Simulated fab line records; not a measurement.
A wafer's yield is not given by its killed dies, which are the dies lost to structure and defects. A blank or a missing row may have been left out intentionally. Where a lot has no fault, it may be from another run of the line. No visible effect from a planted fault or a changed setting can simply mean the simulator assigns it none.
Which tool did it? || flow nand_harc || Sampling: 24 lots, 72 wafers, 4 of 1302 route steps

== WHAT EACH GAUGE READ, for each wafer ==
NHARC_A_SGD_CUT_OVL_MEAS_10. Usual: overlay_x_nm -0.1 nm, standard deviation 1; overlay_y_nm 0.4 nm, standard deviation 0.73.
{"lot": "L075", "measured": "day 19 11:36", "on": "overlay-01", "overlay_x_nm (nm)": "-1.6 -1.6 -1.4", "overlay_y_nm (nm)": "0.0 -0.1 -0.5", "flag": ""}
{"lot": "L074", "measured": "day 19 12:05", "on": "overlay-02", "overlay_x_nm (nm)": "-1.8 -1.9 -1.9", "overlay_y_nm (nm)": "-0.7 -0.8 -0.6", "flag": ""}
{"lot": "L076", "measured": "day 20 00:02", "on": "overlay-01", "overlay_x_nm (nm)": "0.1 0.5 -0.2", "overlay_y_nm (nm)": "0.2 0.9 0.6", "flag": ""}
{"lot": "L077", "measured": "day 20 09:45", "on": "overlay-02", "overlay_x_nm (nm)": "-0.9 -1.0 -1.0", "overlay_y_nm (nm)": "0.3 0.8 0.3", "flag": ""}
{"lot": "L079", "measured": "day 20 18:29", "on": "overlay-02", "overlay_x_nm (nm)": "-1.5 -1.3 -1.2", "overlay_y_nm (nm)": "1.0 1.1 1.5", "flag": ""}
{"lot": "L078", "measured": "day 20 18:55", "on": "overlay-02", "overlay_x_nm (nm)": "-1.3 -0.1 -1.1", "overlay_y_nm (nm)": "0.5 -0.1 0.3", "flag": ""}
{"lot": "L081", "measured": "day 21 21:37", "on": "overlay-01", "overlay_x_nm (nm)": "0.2 -0.2 -0.1", "overlay_y_nm (nm)": "0.2 0.3 -0.1", "flag": ""}
{"lot": "L080", "measured": "day 21 22:10", "on": "overlay-02", "overlay_x_nm (nm)": "-0.8 -0.3 -0.5", "overlay_y_nm (nm)": "1.0 0.3 1.3", "flag": ""}
{"lot": "L082", "measured": "day 22 12:23", "on": "overlay-02", "overlay_x_nm (nm)": "0.1 1.1 -0.2", "overlay_y_nm (nm)": "1.5 1.6 1.3", "flag": ""}
{"lot": "L083", "measured": "day 23 00:20", "on": "overlay-02", "overlay_x_nm (nm)": "2.3 1.8 2.0", "overlay_y_nm (nm)": "-0.4 -0.2 -0.2", "flag": ""}
{"lot": "L084", "measured": "day 23 19:05", "on": "overlay-01", "overlay_x_nm (nm)": "0.1 -0.1 0.5", "overlay_y_nm (nm)": "-0.5 -0.6 -0.1", "flag": ""}
{"lot": "L086", "measured": "day 24 00:11", "on": "overlay-02", "overlay_x_nm (nm)": "-0.4 -1.0 -0.9", "overlay_y_nm (nm)": "1.4 1.6 1.2", "flag": ""}
{"lot": "L085", "measured": "day 24 00:23", "on": "overlay-01", "overlay_x_nm (nm)": "0.1 0.3 -0.1", "overlay_y_nm (nm)": "0.6 0.6 0.4", "flag": ""}
{"lot": "L087", "measured": "day 24 10:40", "on": "overlay-01", "overlay_x_nm (nm)": "0.9 0.7 0.7", "overlay_y_nm (nm)": "0.5 1.3 1.3", "flag": ""}
{"lot": "L089", "measured": "day 24 23:50", "on": "overlay-01", "overlay_x_nm (nm)": "-0.6 -0.5 -0.5", "overlay_y_nm (nm)": "0.5 0.8 1.0", "flag": ""}
{"lot": "L088", "measured": "day 25 06:54", "on": "overlay-01", "overlay_x_nm (nm)": "1.4 1.2 0.5", "overlay_y_nm (nm)": "-0.7 -0.6 0.1", "flag": ""}
{"lot": "L091", "measured": "day 25 21:36", "on": "overlay-02", "overlay_x_nm (nm)": "0.4 0.2 0.1", "overlay_y_nm (nm)": "-0.1 0.0 0.3", "flag": ""}
{"lot": "L090", "measured": "day 26 06:23", "on": "overlay-01", "overlay_x_nm (nm)": "0.0 -0.4 -0.6", "overlay_y_nm (nm)": "0.0 -0.4 -0.6", "flag": ""}
{"lot": "L092", "measured": "day 26 20:31", "on": "overlay-01", "overlay_x_nm (nm)": "-0.8 -0.2 0.0", "overlay_y_nm (nm)": "-1.5 -0.5 -0.4", "flag": ""}
{"lot": "L095", "measured": "day 27 10:10", "on": "overlay-01", "overlay_x_nm (nm)": "-0.3 -0.7 -0.3", "overlay_y_nm (nm)": "0.2 -0.5 0.0", "flag": ""}
{"lot": "L094", "measured": "day 27 10:12", "on": "overlay-01", "overlay_x_nm (nm)": "0.7 0.4 0.8", "overlay_y_nm (nm)": "1.4 1.7 0.9", "flag": ""}
{"lot": "L093", "measured": "day 27 12:44", "on": "overlay-02", "overlay_x_nm (nm)": "-0.8 -0.9 -0.8", "overlay_y_nm (nm)": "1.2 1.1 1.6", "flag": ""}
{"lot": "L096", "measured": "day 27 12:58", "on": "overlay-01", "overlay_x_nm (nm)": "-0.4 -0.6 -0.2", "overlay_y_nm (nm)": "0.4 0.8 0.9", "flag": ""}
{"lot": "L097", "measured": "day 29 01:00", "on": "overlay-01", "overlay_x_nm (nm)": "2.6 1.9 2.0", "overlay_y_nm (nm)": "0.4 0.6 0.4", "flag": ""}

NHARC_A_CONTACT_OVL_MEAS_43. Usual: overlay_x_nm -0.2 nm, standard deviation 0.93; overlay_y_nm 0.2 nm, standard deviation 0.9.
{"lot": "L075", "measured": "day 21 15:27", "on": "overlay-02", "overlay_x_nm (nm)": "1.3 0.3 0.9", "overlay_y_nm (nm)": "-0.8 -0.6 -1.0", "flag": ""}
{"lot": "L074", "measured": "day 21 14:26", "on": "overlay-01", "overlay_x_nm (nm)": "1.0 0.5 0.4", "overlay_y_nm (nm)": "-0.4 -0.3 -0.6", "flag": ""}
{"lot": "L076", "measured": "day 22 13:33", "on": "overlay-02", "overlay_x_nm (nm)": "-0.7 -0.4 -0.5", "overlay_y_nm (nm)": "-1.2 -1.6 -0.9", "flag": ""}
{"lot": "L077", "measured": "day 22 11:29", "on": "overlay-02", "overlay_x_nm (nm)": "0.1 0.7 0.8", "overlay_y_nm (nm)": "1.3 1.2 1.5", "flag": ""}
{"lot": "L079", "measured": "day 23 03:10", "on": "overlay-02", "overlay_x_nm (nm)": "-2.0 -1.9 -1.4", "overlay_y_nm (nm)": "-1.4 -0.7 -1.3", "flag": ""}
{"lot": "L078", "measured": "day 22 19:53", "on": "overlay-02", "overlay_x_nm (nm)": "0.1 0.2 0.8", "overlay_y_nm (nm)": "1.4 0.7 1.0", "flag": ""}
{"lot": "L081", "measured": "day 23 22:31", "on": "overlay-02", "overlay_x_nm (nm)": "0.0 0.0 -0.1", "overlay_y_nm (nm)": "1.0 1.5 1.1", "flag": ""}
{"lot": "L080", "measured": "day 23 22:21", "on": "overlay-01", "overlay_x_nm (nm)": "0.2 0.5 0.4", "overlay_y_nm (nm)": "0.2 0.3 0.3", "flag": ""}
{"lot": "L082", "measured": "day 24 15:20", "on": "overlay-02", "overlay_x_nm (nm)": "-1.5 -1.3 -1.5", "overlay_y_nm (nm)": "-0.3 -0.8 -0.8", "flag": ""}
{"lot": "L083", "measured": "day 25 03:49", "on": "overlay-02", "overlay_x_nm (nm)": "-1.3 -1.1 -1.4", "overlay_y_nm (nm)": "-1.8 -1.9 -1.9", "flag": ""}
{"lot": "L084", "measured": "day 25 21:23", "on": "overlay-01", "overlay_x_nm (nm)": "-0.6 -0.4 -0.5", "overlay_y_nm (nm)": "1.8 1.6 1.8", "flag": ""}
{"lot": "L086", "measured": "day 26 03:05", "on": "overlay-01", "overlay_x_nm (nm)": "-0.5 -0.8 -1.2", "overlay_y_nm (nm)": "1.2 0.9 1.4", "flag": ""}
{"lot": "L085", "measured": "day 26 02:46", "on": "overlay-02", "overlay_x_nm (nm)": "0.2 -0.2 0.0", "overlay_y_nm (nm)": "0.4 0.6 0.7", "flag": ""}
{"lot": "L087", "measured": "day 26 17:26", "on": "overlay-01", "overlay_x_nm (nm)": "-0.9 -0.8 -1.1", "overlay_y_nm (nm)": "0.4 0.1 -0.1", "flag": ""}
{"lot": "L089", "measured": "day 27 05:59", "on": "overlay-01", "overlay_x_nm (nm)": "0.7 1.7 1.1", "overlay_y_nm (nm)": "0.1 -0.1 0.1", "flag": ""}
{"lot": "L088", "measured": "day 27 15:32", "on": "overlay-01", "overlay_x_nm (nm)": "-0.8 -0.8 -0.7", "overlay_y_nm (nm)": "0.8 0.7 0.4", "flag": ""}
{"lot": "L091", "measured": "day 28 03:58", "on": "overlay-01", "overlay_x_nm (nm)": "2.2 1.7 1.6", "overlay_y_nm (nm)": "1.0 0.8 0.6", "flag": ""}
{"lot": "L090", "measured": "day 28 14:11", "on": "overlay-01", "overlay_x_nm (nm)": "-0.8 -1.2 -0.7", "overlay_y_nm (nm)": "0.6 0.9 0.5", "flag": ""}
{"lot": "L092", "measured": "day 29 00:55", "on": "overlay-02", "overlay_x_nm (nm)": "-2.1 -2.3 -2.0", "overlay_y_nm (nm)": "0.1 -0.3 -0.2", "flag": ""}
{"lot": "L095", "measured": "day 29 14:28", "on": "overlay-01", "overlay_x_nm (nm)": "0.9 0.1 0.2", "overlay_y_nm (nm)": "0.9 0.9 0.2", "flag": ""}
{"lot": "L094", "measured": "day 29 21:11", "on": "overlay-01", "overlay_x_nm (nm)": "0.6 0.7 1.0", "overlay_y_nm (nm)": "-0.1 -0.3 -0.3", "flag": ""}
{"lot": "L093", "measured": "day 29 20:41", "on": "overlay-01", "overlay_x_nm (nm)": "-0.3 -0.2 -0.6", "overlay_y_nm (nm)": "1.0 0.9 1.7", "flag": ""}
{"lot": "L096", "measured": "day 30 02:57", "on": "overlay-01", "overlay_x_nm (nm)": "-0.1 -0.2 -0.6", "overlay_y_nm (nm)": "-0.9 -0.8 -0.4", "flag": ""}
{"lot": "L097", "measured": "day 30 23:13", "on": "overlay-02", "overlay_x_nm (nm)": "-0.8 -0.3 -0.7", "overlay_y_nm (nm)": "-0.4 -0.3 0.0", "flag": ""}

== TOOL THAT RAN EACH LOT (tool first, then ch and the chambers of the sampled wafers, then the start) ==
{"lot": "L075", "NHARC_A_SGD_CUT_ETCH_59": "rie_diel-02 ch 0,1, day 21 14:48 or earlier", "NHARC_A_CONTACT_DEP_29": "pecvd-03 ch 0,1,2, day 21 14:48"}
{"lot": "L074", "NHARC_A_SGD_CUT_ETCH_59": "rie_diel-13 ch 1,3, day 21 13:44 or earlier", "NHARC_A_CONTACT_DEP_29": "pecvd-04 ch 0,2, day 21 13:44"}
{"lot": "L076", "NHARC_A_SGD_CUT_ETCH_59": "rie_diel-12 ch 0,2,3, day 22 12:44 or earlier", "NHARC_A_CONTACT_DEP_29": "pecvd-04 ch 1,2, day 22 12:44"}
{"lot": "L077", "NHARC_A_SGD_CUT_ETCH_59": "rie_diel-13 ch 0,3, day 22 10:51 or earlier", "NHARC_A_CONTACT_DEP_29": "pecvd-04 ch 0,2, day 22 10:51"}
{"lot": "L079", "NHARC_A_SGD_CUT_ETCH_59": "rie_diel-12 ch 1,2,3, day 23 02:31 or earlier", "NHARC_A_CONTACT_DEP_29": "pecvd-02 ch 0,1, day 23 02:31"}
{"lot": "L078", "NHARC_A_SGD_CUT_ETCH_59": "rie_diel-02 ch 0,2,3, day 22 19:17 or earlier", "NHARC_A_CONTACT_DEP_29": "pecvd-03 ch 0,1,2, day 22 19:17"}
{"lot": "L081", "NHARC_A_SGD_CUT_ETCH_59": "rie_diel-12 ch 1,3, day 23 21:42 or earlier", "NHARC_A_CONTACT_DEP_29": "pecvd-04 ch 0,1, day 23 21:42"}
{"lot": "L080", "NHARC_A_SGD_CUT_ETCH_59": "rie_diel-13 ch 0,3, day 23 21:32 or earlier", "NHARC_A_CONTACT_DEP_29": "pecvd-04 ch 1,2, day 23 21:32"}
{"lot": "L082", "NHARC_A_SGD_CUT_ETCH_59": "rie_diel-13 ch 0,2,3, day 24 14:39 or earlier", "NHARC_A_CONTACT_DEP_29": "pecvd-04 ch 1,2, day 24 14:39"}
{"lot": "L083", "NHARC_A_SGD_CUT_ETCH_59": "rie_diel-02 ch 0,2,3, day 25 03:03 or earlier", "NHARC_A_CONTACT_DEP_29": "pecvd-03 ch 0,1,2, day 25 03:03"}
{"lot": "L084", "NHARC_A_SGD_CUT_ETCH_59": "rie_diel-13 ch 0,2,3, day 25 20:44 or earlier", "NHARC_A_CONTACT_DEP_29": "pecvd-03 ch 1,2, day 25 20:44"}
{"lot": "L086", "NHARC_A_SGD_CUT_ETCH_59": "rie_diel-02 ch 1,2,3, day 26 02:16 or earlier", "NHARC_A_CONTACT_DEP_29": "pecvd-03 ch 0,1,2, day 26 02:16"}
{"lot": "L085", "NHARC_A_SGD_CUT_ETCH_59": "rie_diel-12 ch 1,2,3, day 26 02:05 or earlier", "NHARC_A_CONTACT_DEP_29": "pecvd-03 ch 1,2, day 26 02:05"}
{"lot": "L087", "NHARC_A_SGD_CUT_ETCH_59": "rie_diel-02 ch 0,1,3, day 26 16:50 or earlier", "NHARC_A_CONTACT_DEP_29": "pecvd-02 ch 0,1,2, day 26 16:50"}
{"lot": "L089", "NHARC_A_SGD_CUT_ETCH_59": "rie_diel-12 ch 0,1, day 27 05:13 or earlier", "NHARC_A_CONTACT_DEP_29": "pecvd-03 ch 0,1,2, day 27 05:13"}
{"lot": "L088", "NHARC_A_SGD_CUT_ETCH_59": "rie_diel-13 ch 0,2,3, day 27 14:43 or earlier", "NHARC_A_CONTACT_DEP_29": "pecvd-03 ch 0,1, day 27 14:43"}
{"lot": "L091", "NHARC_A_SGD_CUT_ETCH_59": "rie_diel-12 ch 1,3, day 28 03:16 or earlier", "NHARC_A_CONTACT_DEP_29": "pecvd-03 ch 1,2, day 28 03:16"}
{"lot": "L090", "NHARC_A_SGD_CUT_ETCH_59": "rie_diel-12 ch 0,2,3, day 28 13:20 or earlier", "NHARC_A_CONTACT_DEP_29": "pecvd-04 ch 0,1, day 28 13:20"}
{"lot": "L092", "NHARC_A_SGD_CUT_ETCH_59": "rie_diel-02 ch 0,1,3, day 29 00:07 or earlier", "NHARC_A_CONTACT_DEP_29": "pecvd-03 ch 1,2, day 29 00:07"}
{"lot": "L095", "NHARC_A_SGD_CUT_ETCH_59": "rie_diel-12 ch 0,3, day 29 13:40 or earlier", "NHARC_A_CONTACT_DEP_29": "pecvd-04 ch 0,2, day 29 13:40"}
{"lot": "L094", "NHARC_A_SGD_CUT_ETCH_59": "rie_diel-02 ch 0,1,3, day 29 20:23 or earlier", "NHARC_A_CONTACT_DEP_29": "pecvd-02 ch 0,1,2, day 29 20:23"}
{"lot": "L093", "NHARC_A_SGD_CUT_ETCH_59": "rie_diel-13 ch 0,2,3, day 29 19:55 or earlier", "NHARC_A_CONTACT_DEP_29": "pecvd-04 ch 0,1, day 29 19:55"}
{"lot": "L096", "NHARC_A_SGD_CUT_ETCH_59": "rie_diel-12 ch 0,1,3, day 30 02:08 or earlier", "NHARC_A_CONTACT_DEP_29": "pecvd-03 ch 0,1,2, day 30 02:08"}
{"lot": "L097", "NHARC_A_SGD_CUT_ETCH_59": "rie_diel-13 ch 1,2,3, day 30 22:25 or earlier", "NHARC_A_CONTACT_DEP_29": "pecvd-04 ch 0,1,2, day 30 22:25"}
- NHARC_A_SGD_CUT_ETCH_59: etches the open film in N2/H2, target depth 260 nm, time 406.25 s.
- NHARC_A_CONTACT_DEP_29: deposits SiON, target thk 100 nm.

== WHAT THE TOOLS THEMSELVES READ (means of the sampled wafers that have a number; where no wafer has one, the mark that the record gives instead) ==
NHARC_A_SGD_CUT_ETCH_59. Usual: drypump_motor_current_A is 5.7 A with standard deviation 0.5, h2_flow_sccm is 150.0 sccm with standard deviation 0.42, mfc_ar_sccm is 0.004 sccm with standard deviation 0.008, oes_product_au is 0.998 a.u. with standard deviation 0.0082, rf_vpp_V is 429.8 V with standard deviation 2.4, showerhead_plenum_p_Torr is 2.01 Torr with standard deviation 0.08, and throttle_valve_pct is 14.172 % with standard deviation 0.0094.
{"lot": "L075", "tool": "rie_diel-02", "drypump_motor_current_A (A)": 5.9, "h2_flow_sccm (sccm)": 150.5, "mfc_ar_sccm (sccm)": 0.013, "oes_product_au (a.u.)": 0.990, "rf_vpp_V (V)": 429.2, "showerhead_plenum_p_Torr (Torr)": 2.01, "throttle_valve_pct (%)": 14.170, "flag": ""}
{"lot": "L074", "tool": "rie_diel-13", "drypump_motor_current_A (A)": 5.0, "h2_flow_sccm (sccm)": 149.7, "mfc_ar_sccm (sccm)": 0.000, "oes_product_au (a.u.)": 0.997, "rf_vpp_V (V)": 427.9, "showerhead_plenum_p_Torr (Torr)": 1.96, "throttle_valve_pct (%)": 14.171, "flag": ""}
{"lot": "L076", "tool": "rie_diel-12", "drypump_motor_current_A (A)": 6.1, "h2_flow_sccm (sccm)": 150.1, "mfc_ar_sccm (sccm)": 0.000, "oes_product_au (a.u.)": 0.998, "rf_vpp_V (V)": 430.0, "showerhead_plenum_p_Torr (Torr)": 2.02, "throttle_valve_pct (%)": 14.175, "flag": ""}
{"lot": "L077", "tool": "rie_diel-13", "drypump_motor_current_A (A)": 5.4, "h2_flow_sccm (sccm)": 150.0, "mfc_ar_sccm (sccm)": 0.000, "oes_product_au (a.u.)": 0.996, "rf_vpp_V (V)": 428.2, "showerhead_plenum_p_Torr (Torr)": 1.93, "throttle_valve_pct (%)": 14.166, "flag": ""}
{"lot": "L079", "tool": "rie_diel-12", "drypump_motor_current_A (A)": 5.6, "h2_flow_sccm (sccm)": 150.3, "mfc_ar_sccm (sccm)": 0.000, "oes_product_au (a.u.)": 0.990, "rf_vpp_V (V)": 428.9, "showerhead_plenum_p_Torr (Torr)": 1.99, "throttle_valve_pct (%)": 14.169, "flag": ""}
{"lot": "L078", "tool": "rie_diel-02", "drypump_motor_current_A (A)": 5.7, "h2_flow_sccm (sccm)": 149.9, "mfc_ar_sccm (sccm)": 0.009, "oes_product_au (a.u.)": 0.992, "rf_vpp_V (V)": 430.2, "showerhead_plenum_p_Torr (Torr)": 2.06, "throttle_valve_pct (%)": 14.175, "flag": ""}
{"lot": "L081", "tool": "rie_diel-12", "drypump_motor_current_A (A)": 5.8, "h2_flow_sccm (sccm)": 150.3, "mfc_ar_sccm (sccm)": 0.000, "oes_product_au (a.u.)": 0.999, "rf_vpp_V (V)": 428.8, "showerhead_plenum_p_Torr (Torr)": 1.98, "throttle_valve_pct (%)": 14.166, "flag": ""}
{"lot": "L080", "tool": "rie_diel-13", "drypump_motor_current_A (A)": 6.0, "h2_flow_sccm (sccm)": 150.0, "mfc_ar_sccm (sccm)": 0.000, "oes_product_au (a.u.)": 0.994, "rf_vpp_V (V)": 428.2, "showerhead_plenum_p_Torr (Torr)": 1.93, "throttle_valve_pct (%)": 14.163, "flag": ""}
{"lot": "L082", "tool": "rie_diel-13", "drypump_motor_current_A (A)": 5.7, "h2_flow_sccm (sccm)": 150.3, "mfc_ar_sccm (sccm)": 0.008, "oes_product_au (a.u.)": 1.003, "rf_vpp_V (V)": 426.6, "showerhead_plenum_p_Torr (Torr)": 1.95, "throttle_valve_pct (%)": 14.176, "flag": ""}
{"lot": "L083", "tool": "rie_diel-02", "drypump_motor_current_A (A)": 5.7, "h2_flow_sccm (sccm)": 150.0, "mfc_ar_sccm (sccm)": 0.009, "oes_product_au (a.u.)": 1.003, "rf_vpp_V (V)": 430.6, "showerhead_plenum_p_Torr (Torr)": 2.06, "throttle_valve_pct (%)": 14.170, "flag": ""}
{"lot": "L084", "tool": "rie_diel-13", "drypump_motor_current_A (A)": 5.7, "h2_flow_sccm (sccm)": 150.2, "mfc_ar_sccm (sccm)": 0.008, "oes_product_au (a.u.)": 0.999, "rf_vpp_V (V)": 428.4, "showerhead_plenum_p_Torr (Torr)": 1.95, "throttle_valve_pct (%)": 14.176, "flag": ""}
{"lot": "L086", "tool": "rie_diel-02", "drypump_motor_current_A (A)": 5.4, "h2_flow_sccm (sccm)": 150.3, "mfc_ar_sccm (sccm)": 0.002, "oes_product_au (a.u.)": 1.001, "rf_vpp_V (V)": 432.2, "showerhead_plenum_p_Torr (Torr)": 2.12, "throttle_valve_pct (%)": 14.177, "flag": ""}
{"lot": "L085", "tool": "rie_diel-12", "drypump_motor_current_A (A)": 5.6, "h2_flow_sccm (sccm)": 149.8, "mfc_ar_sccm (sccm)": 0.000, "oes_product_au (a.u.)": 1.005, "rf_vpp_V (V)": 429.3, "showerhead_plenum_p_Torr (Torr)": 1.99, "throttle_valve_pct (%)": 14.162, "flag": ""}
{"lot": "L087", "tool": "rie_diel-02", "drypump_motor_current_A (A)": 5.6, "h2_flow_sccm (sccm)": 150.2, "mfc_ar_sccm (sccm)": 0.009, "oes_product_au (a.u.)": 0.991, "rf_vpp_V (V)": 429.1, "showerhead_plenum_p_Torr (Torr)": 2.03, "throttle_valve_pct (%)": 14.175, "flag": ""}
{"lot": "L089", "tool": "rie_diel-12", "drypump_motor_current_A (A)": 6.1, "h2_flow_sccm (sccm)": 150.1, "mfc_ar_sccm (sccm)": 0.000, "oes_product_au (a.u.)": 1.004, "rf_vpp_V (V)": 431.3, "showerhead_plenum_p_Torr (Torr)": 2.08, "throttle_valve_pct (%)": 14.174, "flag": ""}
{"lot": "L088", "tool": "rie_diel-13", "drypump_motor_current_A (A)": 5.7, "h2_flow_sccm (sccm)": 149.8, "mfc_ar_sccm (sccm)": 0.008, "oes_product_au (a.u.)": 1.012, "rf_vpp_V (V)": 427.8, "showerhead_plenum_p_Torr (Torr)": 1.95, "throttle_valve_pct (%)": 14.172, "flag": ""}
{"lot": "L091", "tool": "rie_diel-12", "drypump_motor_current_A (A)": 5.7, "h2_flow_sccm (sccm)": 150.1, "mfc_ar_sccm (sccm)": 0.000, "oes_product_au (a.u.)": 0.993, "rf_vpp_V (V)": 429.1, "showerhead_plenum_p_Torr (Torr)": 1.98, "throttle_valve_pct (%)": 14.169, "flag": ""}
{"lot": "L090", "tool": "rie_diel-12", "drypump_motor_current_A (A)": 6.1, "h2_flow_sccm (sccm)": 150.1, "mfc_ar_sccm (sccm)": 0.000, "oes_product_au (a.u.)": 0.996, "rf_vpp_V (V)": 430.4, "showerhead_plenum_p_Torr (Torr)": 2.02, "throttle_valve_pct (%)": 14.170, "flag": ""}
{"lot": "L092", "tool": "rie_diel-02", "drypump_motor_current_A (A)": 5.6, "h2_flow_sccm (sccm)": 150.3, "mfc_ar_sccm (sccm)": 0.009, "oes_product_au (a.u.)": 0.995, "rf_vpp_V (V)": 430.4, "showerhead_plenum_p_Torr (Torr)": 2.03, "throttle_valve_pct (%)": 14.173, "flag": ""}
{"lot": "L095", "tool": "rie_diel-12", "drypump_motor_current_A (A)": 6.2, "h2_flow_sccm (sccm)": 149.5, "mfc_ar_sccm (sccm)": 0.000, "oes_product_au (a.u.)": 0.995, "rf_vpp_V (V)": 429.7, "showerhead_plenum_p_Torr (Torr)": 2.02, "throttle_valve_pct (%)": 14.168, "flag": ""}
{"lot": "L094", "tool": "rie_diel-02", "drypump_motor_current_A (A)": 5.6, "h2_flow_sccm (sccm)": 150.0, "mfc_ar_sccm (sccm)": 0.009, "oes_product_au (a.u.)": 0.997, "rf_vpp_V (V)": 429.2, "showerhead_plenum_p_Torr (Torr)": 2.03, "throttle_valve_pct (%)": 14.170, "flag": ""}
{"lot": "L093", "tool": "rie_diel-13", "drypump_motor_current_A (A)": 5.7, "h2_flow_sccm (sccm)": 149.6, "mfc_ar_sccm (sccm)": 0.008, "oes_product_au (a.u.)": 1.003, "rf_vpp_V (V)": 427.5, "showerhead_plenum_p_Torr (Torr)": 1.95, "throttle_valve_pct (%)": 14.163, "flag": ""}
{"lot": "L096", "tool": "rie_diel-12", "drypump_motor_current_A (A)": 5.8, "h2_flow_sccm (sccm)": 149.9, "mfc_ar_sccm (sccm)": 0.000, "oes_product_au (a.u.)": 0.992, "rf_vpp_V (V)": 430.9, "showerhead_plenum_p_Torr (Torr)": 2.03, "throttle_valve_pct (%)": 14.176, "flag": ""}
{"lot": "L097", "tool": "rie_diel-13", "drypump_motor_current_A (A)": 5.3, "h2_flow_sccm (sccm)": 149.8, "mfc_ar_sccm (sccm)": 0.008, "oes_product_au (a.u.)": 1.009, "rf_vpp_V (V)": 429.3, "showerhead_plenum_p_Torr (Torr)": 1.98, "throttle_valve_pct (%)": 14.178, "flag": ""}

NHARC_A_CONTACT_DEP_29. Usual: heater_power_outer_w 452 W, standard deviation 57; heater_power_w 737 W, standard deviation 86.
{"lot": "L075", "tool": "pecvd-03", "heater_power_outer_w (W)": 458, "heater_power_w (W)": 719, "flag": ""}
{"lot": "L074", "tool": "pecvd-04", "heater_power_outer_w (W)": 403, "heater_power_w (W)": 681, "flag": ""}
{"lot": "L076", "tool": "pecvd-04", "heater_power_outer_w (W)": 399, "heater_power_w (W)": 668, "flag": ""}
{"lot": "L077", "tool": "pecvd-04", "heater_power_outer_w (W)": 377, "heater_power_w (W)": 623, "flag": ""}
{"lot": "L079", "tool": "pecvd-02", "heater_power_outer_w (W)": 468, "heater_power_w (W)": 853, "flag": ""}
{"lot": "L078", "tool": "pecvd-03", "heater_power_outer_w (W)": 454, "heater_power_w (W)": 717, "flag": ""}
{"lot": "L081", "tool": "pecvd-04", "heater_power_outer_w (W)": 463, "heater_power_w (W)": 754, "flag": ""}
{"lot": "L080", "tool": "pecvd-04", "heater_power_outer_w (W)": 411, "heater_power_w (W)": 686, "flag": ""}
{"lot": "L082", "tool": "pecvd-04", "heater_power_outer_w (W)": 394, "heater_power_w (W)": 677, "flag": ""}
{"lot": "L083", "tool": "pecvd-03", "heater_power_outer_w (W)": 471, "heater_power_w (W)": 747, "flag": ""}
{"lot": "L084", "tool": "pecvd-03", "heater_power_outer_w (W)": 439, "heater_power_w (W)": 710, "flag": ""}
{"lot": "L086", "tool": "pecvd-03", "heater_power_outer_w (W)": 456, "heater_power_w (W)": 717, "flag": ""}
{"lot": "L085", "tool": "pecvd-03", "heater_power_outer_w (W)": 465, "heater_power_w (W)": 750, "flag": ""}
{"lot": "L087", "tool": "pecvd-02", "heater_power_outer_w (W)": 479, "heater_power_w (W)": 852, "flag": ""}
{"lot": "L089", "tool": "pecvd-03", "heater_power_outer_w (W)": 469, "heater_power_w (W)": 739, "flag": ""}
{"lot": "L088", "tool": "pecvd-03", "heater_power_outer_w (W)": 484, "heater_power_w (W)": 749, "flag": ""}
{"lot": "L091", "tool": "pecvd-03", "heater_power_outer_w (W)": 441, "heater_power_w (W)": 727, "flag": ""}
{"lot": "L090", "tool": "pecvd-04", "heater_power_outer_w (W)": 443, "heater_power_w (W)": 739, "flag": ""}
{"lot": "L092", "tool": "pecvd-03", "heater_power_outer_w (W)": 378, "heater_power_w (W)": 621, "flag": ""}
{"lot": "L095", "tool": "pecvd-04", "heater_power_outer_w (W)": 478, "heater_power_w (W)": 772, "flag": ""}
{"lot": "L094", "tool": "pecvd-02", "heater_power_outer_w (W)": 477, "heater_power_w (W)": 825, "flag": ""}
{"lot": "L093", "tool": "pecvd-04", "heater_power_outer_w (W)": 470, "heater_power_w (W)": 762, "flag": ""}
{"lot": "L096", "tool": "pecvd-03", "heater_power_outer_w (W)": 482, "heater_power_w (W)": 754, "flag": ""}
{"lot": "L097", "tool": "pecvd-04", "heater_power_outer_w (W)": 427, "heater_power_w (W)": 714, "flag": ""}

== THE ANSWER, worked out from the rows above alone ==
Rule: a lot is off if the mean of its wafers that have a number lies more than 3 standard deviations from the usual mean. A lot without any number at a reading at which 4 lots or more have one is off too. All remaining lots with rows at the step are treated as sound. The gauges are gone through in route order, then the tools' own readings, and for those a lot's mean is taken as printed above. At the first step where some lot is off, the reading lying furthest off is the one used; lots without a number count as furthest.
No lot is off at any reading shown: from this, nothing can be told.

== WHAT HAD BEEN PUT IN BY THE SIMULATOR ==
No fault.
